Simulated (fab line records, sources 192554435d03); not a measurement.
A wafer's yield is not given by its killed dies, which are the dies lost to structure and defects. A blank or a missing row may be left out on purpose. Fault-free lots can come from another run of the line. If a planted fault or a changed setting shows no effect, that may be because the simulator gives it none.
fab line records	flow n5_finfet
record lots=9	wafers=27	last_day=17
route steps=1938 shown BEOL_M9@1421 PASSIVATION@1936
lots that met no fault: from a run of the same line without faults
start_h: hours from the record's first day to the start of the lot's first wafer shown	wait_h: hours elapsed since this lot's preceding step	" same as the row above	L1.1+2: a single row standing in for several wafers	- no value, or no start was given	* or withheld: withheld	< > ~ a bound
route shown NAME@n: NAME is a module with steps in the file, n the number in the route of the first one	usual: the fault-free wafers' mean and standard deviation	same: alike in all rows	chamber/n: place in a boat	sites: readings site by site	_std_site: standard deviation of those values	_edge_site: outer sites' mean less inner sites'	radius_mm: for every site, how far away it sits from the centre of the wafer	mask NAME#n: copy n	behind: the last tool/chamber to shape the wafer	hold: why the lot went on hold/how many hours it stayed there/how the hold came to an end	device: the transistor (n, p or np) that didn't switch	end of line: the tests these same wafers got at the end of their route	where a step has no rows: the recipe by itself	killed: not the wafer's yield, but the dies lost to structure and defects at the first sort	map: a wafer's dies, marking killed ones x, the rest . and places with no die _
set.NAME: the setting that was run; set.NAME@STEP: the one run at that earlier step	model.NAME: the simulator's own value behind a step, which no gauge read
route steps across a sampled set of lots; one table per step, one row per wafer
services: a tool's chamber out of use, with start hour (start_h, from the record's first day; less than 0 if before it), hours out, and reason
## steps
# step N5_BEOL_M9_STRIP_67
# recipe chemistry=CF4	resist=SiARC	power_w=300	bias_power_w=75	pressure_mtorr=50	cf4_flow_sccm=150	rf_frequency_hz=6e+07
# usual drypump_motor_current_A=5.9/0.45	oes_product_au=0.77/0.072	rf_vpp_V=271.7/1.2	showerhead_plenum_p_Torr=1.82/0.046	throttle_valve_pct=13.58/0.2
lot.wafer	tool	chamber	start_h	wait_h	drypump_motor_current_A	oes_product_au	rf_hours_counter_h	rf_vpp_V	showerhead_plenum_p_Torr	throttle_valve_pct
L917.1	rie_diel-01	3	211.35	0.0	6.3	0.73	196	270.9	1.80	13.73
L917.4	"	2	"	"	5.7	0.71	-	271.6	1.83	13.34
L917.6	"	1	"	"	5.9	0.85	-	272.8	1.90	13.48
L921.3	rie_diel-02	3	231.82	0.0	5.6	0.93	18	274.1	1.90	13.18
L921.4	"	1	"	"	5.8	0.74	172	271.3	1.78	13.37
L921.5	"	3	"	"	5.6	0.94	-	273.7	1.90	13.17
L923.2	rie_diel-01	1	241.86	0.0	5.9	0.84	66	271.6	1.90	13.46
L923.3	"	2	"	"	5.7	0.71	215	271.8	1.83	13.38
L923.4	"	3	"	"	6.3	0.72	206	272.9	1.80	13.76
L925.1	rie_diel-01	0	245.06	0.0	5.8	0.87	40	272.0	1.84	13.61
L925.5	"	2	"	"	5.7	0.71	-	271.9	1.83	13.37
L925.6	"	3	"	"	6.3	0.72	-	270.9	1.80	13.78
L928.1	rie_diel-02	1	281.79	0.0	5.8	0.73	191	271.5	1.77	13.41
L928.2	"	3	"	"	5.6	0.89	39	273.8	1.89	13.24
L928.4	"	1	"	"	5.7	0.72	-	269.8	1.77	13.40
L936.1	rie_diel-03	3	327.90	0.0	5.9	0.68	221	270.9	1.84	13.85
L936.4	"	0	"	"	6.7	0.73	164	270.0	1.80	13.69
L936.5	"	0	"	"	6.8	0.73	-	271.1	1.80	13.68
L938.3	rie_diel-03	3	334.93	0.0	5.9	0.69	223	272.5	1.84	13.85
L938.5	"	3	"	"	6.0	0.69	-	272.2	1.84	13.84
L938.6	"	2	"	"	4.9	0.81	-	268.8	1.76	13.43
L937.1	rie_diel-03	2	336.60	0.0	4.9	0.81	61	270.4	1.76	13.43
L937.4	"	0	"	"	6.7	0.72	167	271.3	1.80	13.68
L937.6	"	2	"	"	4.8	0.83	-	270.7	1.76	13.44
L939.1	rie_diel-01	3	340.17	0.0	6.3	0.70	240	269.7	1.79	13.83
L939.2	"	0	"	"	5.8	0.83	72	271.4	1.83	13.66
L939.5	"	2	"	"	5.7	0.70	-	271.4	1.83	13.42
# step N5_BEOL_M9_INSPECT_30
# recipe mode=adi	inspect_instrument=brightfield
# usual raw_defect_count=464/110
lot.wafer	tool	chamber	start_h	wait_h	raw_defect_count
L917.1	defect_inspect-02	-	212.48	0.1	751
L917.4	"	-	"	"	429
L917.6	"	-	"	"	315
L921.3	defect_inspect-02	-	232.73	0.0	367
L921.4	"	-	"	"	580
L921.5	"	-	"	"	397
L923.2	defect_inspect-02	-	243.62	0.0	664
L923.3	"	-	"	"	667
L923.4	"	-	"	"	742
L925.1	defect_inspect-02	-	245.72	0.1	560
L925.5	"	-	"	"	360
L925.6	"	-	"	"	1201
L928.1	defect_inspect-02	-	282.48	0.1	276
L928.2	"	-	"	"	474
L928.4	"	-	"	"	402
L936.1	defect_inspect-02	-	328.68	0.1	448
L936.4	"	-	"	"	404
L936.5	"	-	"	"	527
L938.3	defect_inspect-02	-	335.76	0.0	301
L938.5	"	-	"	"	360
L938.6	"	-	"	"	444
L937.1	defect_inspect-02	-	339.00	0.1	472
L937.4	"	-	"	"	594
L937.6	"	-	"	"	551
L939.1	defect_inspect-01	-	341.25	0.1	656
L939.2	"	-	"	"	517
L939.5	"	-	"	"	631
# step N5_BEOL_M9_VIA_ETCH_34
# recipe chemistry=C4F6/O2	target=SiCOH_lowk	target_depth_a=1824	mask_material=SOC	taper_deg=4	time_s=68.4	ion_energy_ev=250	pressure_mtorr=30	source_w=345	bias_w=185	Ar_flow_sccm=300	C4F6_flow_sccm=10	O2_flow_sccm=10
# usual O2_flow_sccm=10.00/0.031	drypump_motor_current_A=5.9/0.45	oes_product_au=0.77/0.077	rf_vpp_V=670/16	showerhead_plenum_p_Torr=2.89/0.07	throttle_valve_pct=20.86/0.17
lot.wafer	tool	chamber	start_h	wait_h	O2_flow_sccm	drypump_motor_current_A	oes_product_au	rf_hours_counter_h	rf_vpp_V	showerhead_plenum_p_Torr	throttle_valve_pct
L917.1	rie_diel-03	1	212.70	0.0	10.02	6.1	0.73	177	656	2.98	21.16
L917.4	"	0	"	"	10.05	6.8	0.75	129	652	2.88	21.08
L917.6	"	0	"	"	10.02	6.8	0.75	-	652	2.88	21.07
L921.3	rie_diel-01	1	233.06	0.0	9.94	5.9	0.84	63	684	3.01	20.79
L921.4	"	3	"	"	9.97	6.3	0.71	203	666	2.81	20.85
L921.5	"	1	"	"	9.97	5.9	0.84	-	683	3.01	20.79
L923.2	rie_diel-02	2	243.83	0.0	9.97	6.5	0.70	225	638	2.81	21.07
L923.3	"	1	"	"	9.94	5.7	0.75	175	662	2.83	20.60
L923.4	"	0	"	"	9.98	5.1	0.69	246	653	2.92	21.01
L925.1	rie_diel-01	0	246.02	0.0	10.04	5.8	0.88	41	664	2.89	20.93
L925.5	"	0	"	"	10.03	5.8	0.87	-	666	2.89	20.92
L925.6	"	3	"	"	9.93	6.3	0.70	-	666	2.81	20.84
L928.1	rie_diel-01	1	283.08	0.0	10.00	5.9	0.82	77	683	3.00	20.79
L928.2	"	2	"	"	10.00	5.7	0.70	227	699	2.92	20.60
L928.4	"	0	"	"	9.97	5.8	0.86	52	664	2.89	20.94
L936.1	rie_diel-01	0	328.99	0.0	10.03	5.8	0.85	68	664	2.88	20.97
L936.4	"	0	"	"	10.00	5.8	0.84	-	665	2.88	20.97
L936.5	"	0	"	"	10.04	5.8	0.85	-	665	2.88	20.98
L938.3	rie_diel-02	3	335.98	0.0	9.98	5.7	0.86	58	644	3.02	20.70
L938.5	"	3	"	"	9.98	5.7	0.86	-	643	3.02	20.70
L938.6	"	0	"	"	10.01	5.1	0.93	-	651	2.91	20.61
L937.1	rie_diel-01	3	339.21	0.0	10.01	6.2	0.69	240	665	2.80	20.89
L937.4	"	2	"	"	10.01	5.7	0.69	232	701	2.92	20.61
L937.6	"	2	"	"	10.00	5.7	0.70	-	699	2.92	20.64
L939.1	rie_diel-01	3	341.46	0.0	9.92	6.3	0.68	241	666	2.80	20.90
L939.2	"	0	"	"	9.99	5.8	0.84	73	663	2.88	20.95
L939.5	"	0	"	"	9.96	5.8	0.83	-	664	2.88	20.98
# step N5_BEOL_M9_ETCH_41
# recipe chemistry=CH3F/O2	target=SiCN	target_depth_a=366	taper_deg=2	time_s=70.1	ion_energy_ev=120	mask_material=TiN	pressure_mtorr=30	source_w=395	bias_w=75	Ar_flow_sccm=150	CH3F_flow_sccm=30	O2_flow_sccm=20
# usual CH3F_flow_sccm=30.00/0.084	O2_flow_sccm=20.00/0.068	drypump_motor_current_A=5.9/0.45	oes_product_au=0.77/0.076	rf_vpp_V=298.0/1.3	showerhead_plenum_p_Torr=2.03/0.051	throttle_valve_pct=16.29/0.16
lot.wafer	tool	chamber	start_h	wait_h	CH3F_flow_sccm	O2_flow_sccm	drypump_motor_current_A	oes_product_au	rf_hours_counter_h	rf_vpp_V	showerhead_plenum_p_Torr	throttle_valve_pct
L917.1	rie_diel-03	1	-	-	29.92	19.98	6.0	0.74	177	298.9	2.09	16.53
L917.4	"	0	"	"	29.93	19.97	6.7	0.75	129	297.8	2.03	16.44
L917.6	"	0	"	"	30.05	19.97	6.7	0.75	-	299.1	2.03	16.41
L921.3	rie_diel-01	1	-	-	29.86	20.03	5.9	0.84	63	299.7	2.12	16.19
L921.4	"	3	"	"	30.08	19.95	6.3	0.71	203	298.2	1.98	16.35
L921.5	"	1	"	"	29.94	19.99	5.9	0.85	-	299.1	2.12	16.18
L923.2	rie_diel-02	2	-	-	30.13	20.18	6.5	0.70	225	296.2	1.97	16.54
L923.3	"	1	"	"	29.92	20.04	5.7	0.73	175	295.8	1.99	16.10
L923.4	"	0	"	"	29.96	20.10	5.1	0.68	246	297.6	2.05	16.46
L925.1	rie_diel-01	0	-	-	30.10	20.01	5.8	0.89	41	298.3	2.03	16.26
L925.5	"	0	"	"	30.14	20.01	5.8	0.88	-	296.9	2.03	16.26
L925.6	"	3	"	"	30.02	19.98	6.3	0.71	-	296.9	1.98	16.37
L928.1	rie_diel-01	1	-	-	29.86	20.06	5.9	0.83	77	299.3	2.11	16.18
L928.2	"	2	"	"	30.05	20.00	5.7	0.70	227	297.5	2.06	16.12
L928.4	"	0	"	"	29.89	19.96	5.8	0.85	52	299.4	2.03	16.29
L936.1	rie_diel-01	0	-	-	30.06	19.95	5.8	0.84	69	297.9	2.02	16.32
L936.4	"	0	"	"	29.99	19.93	5.8	0.85	-	297.0	2.02	16.33
L936.5	"	0	"	"	29.89	19.97	5.8	0.85	-	298.7	2.02	16.32
L938.3	rie_diel-02	3	-	-	29.96	19.95	5.6	0.86	58	299.4	2.12	16.09
L938.5	"	3	"	"	30.13	19.98	5.6	0.86	-	300.8	2.12	16.07
L938.6	"	0	"	"	29.96	20.05	5.1	0.92	-	300.4	2.05	15.99
L937.1	rie_diel-01	3	-	-	29.98	20.03	6.3	0.69	240	296.7	1.97	16.41
L937.4	"	2	"	"	29.99	19.96	5.7	0.69	232	299.4	2.05	16.14
L937.6	"	2	"	"	29.89	19.93	5.7	0.69	-	298.3	2.05	16.13
L939.1	rie_diel-01	3	-	-	29.96	20.02	6.3	0.70	241	296.2	1.97	16.41
L939.2	"	0	"	"	30.09	19.81	5.8	0.84	73	299.3	2.02	16.35
L939.5	"	0	"	"	30.04	19.81	5.8	0.84	-	298.0	2.02	16.32
# step N5_BEOL_M9_STRIP_80
# recipe chemistry=N2/H2	time_s=10	power_w=450	temp_c=40	pressure_mtorr=20	rf_frequency_hz=6e+07	bias_power_w=7	n2_flow_sccm=200	h2_flow_sccm=200
# usual drypump_motor_current_A=5.9/0.45	oes_product_au=0.77/0.074	rf_vpp_V=59.4/0.93	showerhead_plenum_p_Torr=2.58/0.063	throttle_valve_pct=23.56/0.27
lot.wafer	tool	chamber	start_h	wait_h	drypump_motor_current_A	oes_product_au	rf_hours_counter_h	rf_vpp_V	showerhead_plenum_p_Torr	throttle_valve_pct
L917.1	rie_diel-03	1	-	-	6.1	0.75	177	59.6	2.64	23.59
L917.4	"	0	"	"	6.7	0.75	129	59.0	2.55	24.14
L917.6	"	0	"	"	6.8	0.75	-	61.0	2.55	24.13
L921.3	rie_diel-01	1	-	-	5.9	0.85	63	60.1	2.67	23.30
L921.4	"	3	"	"	6.3	0.73	203	58.9	2.51	23.57
L921.5	"	1	"	"	5.9	0.85	-	59.9	2.67	23.31
L923.2	rie_diel-02	2	-	-	6.5	0.71	225	57.1	2.53	24.14
L923.3	"	1	"	"	5.8	0.73	175	58.8	2.53	23.39
L923.4	"	0	"	"	5.1	0.69	246	60.0	2.59	23.73
L925.1	rie_diel-01	0	-	-	5.8	0.87	41	59.9	2.57	23.55
L925.5	"	0	"	"	5.8	0.88	-	59.8	2.57	23.57
L925.6	"	3	"	"	6.3	0.72	-	59.0	2.51	23.59
L928.1	rie_diel-01	1	-	-	5.9	0.83	77	60.2	2.66	23.32
L928.2	"	2	"	"	5.7	0.70	227	58.3	2.62	23.35
L928.4	"	0	"	"	5.8	0.87	52	59.0	2.57	23.57
L936.1	rie_diel-01	0	-	-	5.8	0.84	69	59.0	2.56	23.58
L936.4	"	0	"	"	5.8	0.84	-	58.4	2.56	23.57
L936.5	"	0	"	"	5.8	0.85	-	58.8	2.56	23.59
L938.3	rie_diel-02	3	-	-	5.6	0.85	58	60.5	2.70	23.34
L938.5	"	3	"	"	5.6	0.87	-	59.6	2.70	23.35
L938.6	"	0	"	"	5.1	0.93	-	59.6	2.58	23.29
L937.1	rie_diel-01	3	-	-	6.3	0.69	240	59.7	2.50	23.61
L937.4	"	2	"	"	5.7	0.70	232	59.4	2.62	23.34
L937.6	"	2	"	"	5.7	0.69	-	58.6	2.62	23.34
L939.1	rie_diel-01	3	-	-	6.3	0.71	241	58.0	2.50	23.62
L939.2	"	0	"	"	5.8	0.84	73	60.1	2.56	23.59
L939.5	"	0	"	"	5.8	0.84	-	57.8	2.56	23.60
# step N5_PASSIVATION_PROBE_49
# usual defect_limited_yield=91.3/1.5	killed_at_M0_to_M3=35/10	killed_at_M4_up=12/4.6	killed_at_contacts=13/6.6	killed_at_front_end=39/11	killed_at_other=4/3.4	killed_dies=103/17	killed_on_rim=14/4.1	killed_open=67/13	killed_short=35/8.2	sort_bin_5_function=5.1/0.94	sort_bin_6_memory=3.2/0.7	sort_n_pass=1077/17	sort_yield_pct=91.3/1.5
# same gross_dies=1180	killed_at_back_side=0	sort_bin_4_leakage[%]=0	sort_bin_8_speed[%]=0
lot.wafer	tool	chamber	start_h	wait_h	defect_limited_yield[%]	killed_at_M0_to_M3	killed_at_M4_up	killed_at_contacts	killed_at_front_end	killed_at_other	killed_dies	killed_on_rim	killed_open	killed_short	sort_bin_5_function[%]	sort_bin_6_memory[%]	sort_n_pass	sort_yield_pct[%]
L921.3	prober-01	-	296.90	0.1	91.8	36	16	6	38	1	97	16	62	34	4.3	3.4	1083	91.8
L921.4	prober-01	-	296.95	0.2	91.8	36	14	7	38	2	97	15	55	42	4.3	3.5	1083	91.8
L921.5	prober-01	-	297.00	0.2	90.8	33	22	12	38	4	109	13	70	38	5.8	3.1	1071	90.8
L925.1	prober-02	-	306.82	0.0	92.8	16	21	14	32	2	85	6	60	24	4.7	2.4	1095	92.8
L925.5	prober-02	-	307.02	0.2	90.9	27	30	19	27	4	107	12	70	37	5.3	3.4	1073	90.9
L925.6	prober-02	-	307.07	0.3	84.8	31	78	26	44	0	179	34	91	31	8.6	4.9	1001	84.8
L928.1	prober-01	-	337.50	0.0	89.5	34	9	13	65	3	124	14	69	53	6.2	3.6	1056	89.5
L928.2	prober-01	-	337.55	0.1	89.8	37	9	13	53	8	120	15	85	33	5.3	4.7	1060	89.8
L928.4	prober-01	-	337.65	0.2	86.2	45	13	8	94	3	163	25	115	44	7.8	5.3	1017	86.2
L936.1	prober-02	-	393.75	0.0	90.2	55	16	9	36	0	116	14	76	40	5.7	3.8	1064	90.2
L936.4	prober-02	-	393.90	0.2	91.8	44	19	16	18	0	97	12	73	24	4.9	2.6	1083	91.8
L936.5	prober-02	-	393.95	0.2	90.6	56	9	17	27	2	111	12	73	37	5.1	4.2	1069	90.6
L938.3	prober-02	-	397.45	0.1	91.4	36	20	9	30	6	101	13	65	33	5.2	3.1	1079	91.4
L938.5	prober-02	-	397.55	0.2	90.8	36	14	14	42	3	109	10	65	44	5.5	3.4	1071	90.8
L938.6	prober-02	-	397.60	0.3	88.9	38	15	22	43	13	131	23	85	43	6.9	3.9	1049	88.9
L937.1	prober-02	-	406.11	0.0	91.9	46	10	4	31	4	95	8	66	29	5.3	2.6	1085	91.9
L937.4	prober-02	-	406.26	0.2	94.9	10	12	15	23	0	60	9	38	21	2.8	2.2	1120	94.9
L937.6	prober-02	-	406.36	0.3	93.0	40	6	5	28	4	83	10	53	30	4.0	3.0	1097	93.0
# killed by level:class
L921.3 FIN_SAQP:geometric_particle:open=11 BEOL_M0_SAQP:geometric_particle:open=9 BEOL_M4:geometric_particle:open=7 ILD0:geometric_particle:short=6 BEOL_M1:geometric_particle:open=6 DUMMY_GATE:geometric_particle:open=5 BEOL_M0_SAQP:geometric_particle:short=5 BEOL_M3:geometric_particle:short=5
L921.4 FIN_SAQP:geometric_particle:short=9 BEOL_M0_SAQP:geometric_particle:open=8 FIN_SAQP:geometric_particle:open=7 MOL_CONTACT_COAG:geometric_particle:open=6 BEOL_M1:geometric_particle:open=6 BEOL_M4:geometric_particle:open=6 BEOL_M2:geometric_particle:open=5 BEOL_M2:geometric_particle:short=5
L921.5 FIN_SAQP:geometric_particle:short=11 MOL_CONTACT_COAG:geometric_particle:open=11 STI_FIN_REVEAL:geometric_particle:open=9 BEOL_M3:geometric_particle:open=9 BEOL_M6:geometric_particle:open=9 BEOL_M0_SAQP:geometric_particle:short=6 ILD0:geometric_particle:short=4 BEOL_M0_SAQP:geometric_particle:open=4
L925.1 FIN_SAQP:geometric_particle:open=12 MOL_CONTACT_COAG:geometric_particle:open=11 BEOL_M4:geometric_particle:open=11 BEOL_M3:geometric_particle:open=5 GATE_CUT:geometric_particle:short=4 BEOL_M1:geometric_particle:open=4 BEOL_M5:geometric_particle:short=4 FIN_SAQP:geometric_particle:short=3
L925.5 BEOL_M4:geometric_particle:open=19 MOL_CONTACT_COAG:geometric_particle:open=14 BEOL_M0_SAQP:geometric_particle:short=8 BEOL_M3:geometric_particle:open=7 DUMMY_GATE:geometric_particle:open=6 STI_FIN_REVEAL:geometric_particle:open=5 DUMMY_GATE:geometric_particle:short=5 MOL_CONTACT_COAG:geometric_particle:short=5
L925.6 BEOL_M9:unspecified=56 MOL_CONTACT_COAG:geometric_particle:open=21 FIN_SAQP:geometric_particle:open=13 BEOL_M0_SAQP:geometric_particle:open=9 BEOL_M3:geometric_particle:open=9 BEOL_M4:geometric_particle:open=8 FIN_SAQP:geometric_particle:short=7 BEOL_M1:geometric_particle:open=6
L928.1 FIN_SAQP:geometric_particle:short=19 STI_FIN_REVEAL:geometric_particle:open=15 MOL_CONTACT_COAG:geometric_particle:open=11 BEOL_M3:geometric_particle:open=9 FIN_SAQP:geometric_particle:open=6 BEOL_M0_SAQP:geometric_particle:short=6 GATE_CUT:geometric_particle:short=6 STARTING-WAFER:geometric_particle:open=5
L928.2 STI_FIN_REVEAL:geometric_particle:open=11 MOL_CONTACT_COAG:geometric_particle:open=11 BEOL_M3:geometric_particle:open=11 FIN_SAQP:geometric_particle:open=9 DUMMY_GATE:geometric_particle:open=8 FIN_SAQP:geometric_particle:short=7 BEOL_M1:geometric_particle:open=5 BEOL_M0_SAQP:geometric_particle:open=5
L928.4 STI_FIN_REVEAL:geometric_particle:open=37 FIN_SAQP:geometric_particle:open=24 STI_FIN_REVEAL:geometric_particle:short=14 BEOL_M3:geometric_particle:open=10 BEOL_M0_SAQP:geometric_particle:short=9 BEOL_M0_SAQP:geometric_particle:open=8 MOL_CONTACT_COAG:geometric_particle:open=6 BEOL_M1:geometric_particle:short=5
L936.1 BEOL_M0_SAQP:geometric_particle:open=14 BEOL_M0_SAQP:geometric_particle:short=13 BEOL_M1:geometric_particle:open=10 BEOL_M3:geometric_particle:open=9 FIN_SAQP:geometric_particle:open=8 FIN_SAQP:geometric_particle:short=7 BEOL_M4:geometric_particle:open=7 MOL_CONTACT_COAG:geometric_particle:open=6
L936.4 BEOL_M0_SAQP:geometric_particle:open=12 BEOL_M3:geometric_particle:open=12 MOL_CONTACT_COAG:geometric_particle:open=11 BEOL_M4:geometric_particle:open=10 BEOL_M1:geometric_particle:open=8 MOL_CONTACT_COAG:geometric_particle:short=5 BEOL_M0_SAQP:geometric_particle:short=5 DUMMY_GATE:geometric_particle:open=4
L936.5 BEOL_M3:geometric_particle:open=19 MOL_CONTACT_COAG:geometric_particle:open=14 BEOL_M0_SAQP:geometric_particle:short=9 BEOL_M1:geometric_particle:open=8 FIN_SAQP:geometric_particle:open=6 BEOL_M2:geometric_particle:open=6 BEOL_M0_SAQP:geometric_particle:open=5 DUMMY_GATE:geometric_particle:open=3
L938.3 BEOL_M2:geometric_particle:open=15 GATE_CUT:geometric_particle:short=7 MOL_CONTACT_COAG:geometric_particle:open=7 FIN_SAQP:geometric_particle:open=6 DUMMY_GATE:geometric_particle:open=6 BEOL_M0_SAQP:geometric_particle:open=6 BEOL_M0_SAQP:geometric_particle:short=5 BEOL_M8:geometric_particle:open=5
L938.5 GATE_CUT:geometric_particle:short=12 BEOL_M4:geometric_particle:open=12 MOL_CONTACT_COAG:geometric_particle:open=9 BEOL_M0_SAQP:geometric_particle:short=9 DUMMY_GATE:geometric_particle:open=7 BEOL_M0_SAQP:geometric_particle:open=6 BEOL_M2:geometric_particle:open=6 MOL_CONTACT_COAG:geometric_particle:short=5
L938.6 MOL_CONTACT_COAG:geometric_particle:open=15 FIN_SAQP:geometric_particle:open=12 BEOL_M0_SAQP:geometric_particle:open=11 GATE_CUT:geometric_particle:short=8 BEOL_M0_SAQP:geometric_particle:short=8 MOL_CONTACT_COAG:geometric_particle:short=7 BEOL_M1:geometric_particle:open=7 DUMMY_GATE:geometric_particle:open=6
L937.1 BEOL_M2:geometric_particle:open=11 FIN_SAQP:geometric_particle:short=10 BEOL_M0_SAQP:geometric_particle:open=10 FIN_SAQP:geometric_particle:open=8 BEOL_M3:geometric_particle:open=8 BEOL_M0_SAQP:geometric_particle:short=6 STI_FIN_REVEAL:geometric_particle:open=4 MOL_CONTACT_COAG:geometric_particle:open=4
L937.4 MOL_CONTACT_COAG:geometric_particle:open=11 FIN_SAQP:geometric_particle:open=6 FIN_SAQP:geometric_particle:short=4 MOL_CONTACT_COAG:geometric_particle:short=4 BEOL_M4:geometric_particle:open=4 STI_FIN_REVEAL:geometric_particle:open=3 GATE_CUT:geometric_particle:short=3 BEOL_M0_SAQP:geometric_particle:open=3
L937.6 BEOL_M0_SAQP:geometric_particle:open=11 BEOL_M0_SAQP:geometric_particle:short=10 FIN_SAQP:geometric_particle:short=9 STI_FIN_REVEAL:geometric_particle:open=9 BEOL_M2:geometric_particle:open=8 BEOL_M3:geometric_particle:open=6 MOL_CONTACT_COAG:geometric_particle:open=5 BEOL_M1:geometric_particle:open=4
## services
tool	chamber	start_h	hours	kind
rie_diel-03	1	193.13	8.5	repair
rie_diel-03	-	236.51	0.3	repair
rie_diel-02	2	244.08	21.0	repair
rie_diel-03	0	253.64	2.0	repair
rie_diel-02	0	254.95	14.4	repair
rie_diel-02	3	282.57	1.5	repair
rie_diel-03	3	285.32	6.0	repair
rie_diel-01	-	290.73	2.8	pm
rie_diel-01	2	293.58	40.7	repair
rie_diel-02	2	324.02	3.9	repair
rie_diel-01	1	326.23	2.7	repair
rie_diel-02	2	335.77	-	clean
rie_diel-02	2	335.77	-	consumable_replace:focus_ring
rie_diel-02	2	335.77	17.2	scheduled_down
rie_diel-02	2	335.77	17.2	vent_cycle
## key
first_sign step=N5_BEOL_M9_INSPECT_30	reading=raw_defect_count	direction=up	sigmas=7	usual=464	struck=1201
effect step=N5_PASSIVATION_PROBE_49	reading=killed_at_M4_up	direction=up	sigmas=14	usual=12	struck=78
more_kills_born_at N5_BEOL_M9_STRIP_67@rie_diel-01=56
met_at N5_BEOL_M9_STRIP_67
struck_lots L925
struck_wafers L925.6
not_acting_at N5_BEOL_M9_VIA_ETCH_34,N5_BEOL_M9_ETCH_41,N5_BEOL_M9_STRIP_80
onset_between 241.86 245.06
fault kind=chamber_particle_source	tool=rie_diel-01	chamber=3	onset_h=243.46	steps=N5_BEOL_M9_STRIP_67	rate_per_visit_cm2=0.98377	end_h=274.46
